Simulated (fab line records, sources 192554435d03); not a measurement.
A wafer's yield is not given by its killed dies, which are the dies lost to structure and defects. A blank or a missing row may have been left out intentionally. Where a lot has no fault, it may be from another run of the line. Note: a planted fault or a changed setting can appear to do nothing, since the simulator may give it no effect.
Matching of chambers	flow n5 finfet	3 sister chambers for N5_BEOL_M2_CO_CAP_55 on cvd co-02
The step material Co, precursor CCTBA/H2, target thk 2 nm, time 102.1 s. 3 wafers are shown with their chamber, then 11 later ones without.

## WAFERS WITH THEIR CHAMBER
wafer	chamber	heater power w (W)
L090.1	0	269
L090.3	1	208
L092.1	2	243

## WAFERS MISSING THEIR CHAMBER
wafer	heater power w (W)
L092.3	201
L092.4	201
L095.1	237
L095.2	207
L095.4	243
L093.1	208
L093.5	200
L093.6	243
L097.2	276
L097.4	207
L097.5	273

## CHAMBER TAKEN BY EACH
wafer	from the rows above	in truth
L092.3	1	1
L092.4	1	1
L095.1	2	2
L095.2	1	1
L095.4	2	2
L093.1	1	1
L093.5	1	1
L093.6	2	2
L097.2	0	0
L097.4	1	1
L097.5	0	0
Correctly placed: 11 of 11. Left unplaced by these rows: 0. Number placed wrongly: 0.
How it was worked out, from the rows above alone: a wafer's distance from a chamber is the root of the sum, over the readings, of the square of ((its reading less the chamber's mean) divided by the reading's scatter). If the next closest chamber is less than 2 further off than the closest, the wafer can't be placed; otherwise it belongs to the closest. Each chamber's mean is taken over the wafers shown for it. The scatter: root of mean squared gap, hidden wafer to nearest shown wafer, with one shown wafer a chamber.
